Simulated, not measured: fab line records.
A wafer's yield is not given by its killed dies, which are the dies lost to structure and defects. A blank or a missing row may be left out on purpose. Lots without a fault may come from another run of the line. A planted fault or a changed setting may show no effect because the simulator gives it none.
Chamber matching :: flow nand-harc :: NHARC_P_BONDPAD_DESCUM_11 on rie-diel-06: 4 sister chambers
The step chemistry O2, time 3 s. 4 wafers are shown with their chamber, then 8 later ones without.

## WAFERS PAIRED WITH THEIR CHAMBERS
wafer: L086.5
chamber: 3
drypump-motor-current-A (A): 6.2

wafer: L087.2
chamber: 0
drypump-motor-current-A (A): 4.7

wafer: L087.4
chamber: 1
drypump-motor-current-A (A): 5.8

wafer: L088.2
chamber: 2
drypump-motor-current-A (A): 5.5

## WAFERS WITHOUT THEIR CHAMBER
wafer: L088.3
drypump-motor-current-A (A): 6.1

wafer: L088.4
drypump-motor-current-A (A): 5.5

wafer: L089.3
drypump-motor-current-A (A): 4.7

wafer: L089.4
drypump-motor-current-A (A): 5.7

wafer: L089.6
drypump-motor-current-A (A): 4.7

wafer: L095.4
drypump-motor-current-A (A): 5.7

wafer: L095.5
drypump-motor-current-A (A): 5.7

wafer: L095.6
drypump-motor-current-A (A): 5.5

## THE CHAMBER EACH PASSED THROUGH
wafer: L088.3
from the rows above: 3
in truth: 3

wafer: L088.4
from the rows above: 2
in truth: 2

wafer: L089.3
from the rows above: 0
in truth: 0

wafer: L089.4
from the rows above: can't be placed: 1 or 2
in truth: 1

wafer: L089.6
from the rows above: 0
in truth: 0

wafer: L095.4
from the rows above: can't be placed: 1 or 2
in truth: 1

wafer: L095.5
from the rows above: can't be placed: 1 or 2
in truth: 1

wafer: L095.6
from the rows above: 2
in truth: 2
Placed correctly: 5 of 8. These rows do not allow placing 3 (true chamber among the candidates in 3). Placed wrongly: 0.
How it was worked out, from the rows above alone: a wafer's distance from a chamber is the root of the sum, over the readings, of the square of ((its reading less the chamber's mean) divided by the reading's scatter). If the next closest chamber is less than 2 further off than the closest, the wafer can't be placed; otherwise it belongs to the closest. A chamber's mean is the mean of its shown wafers. The scatter (one wafer shown for each chamber): square how far every hidden wafer sits from the nearest shown wafer, average those squares and take the square root.
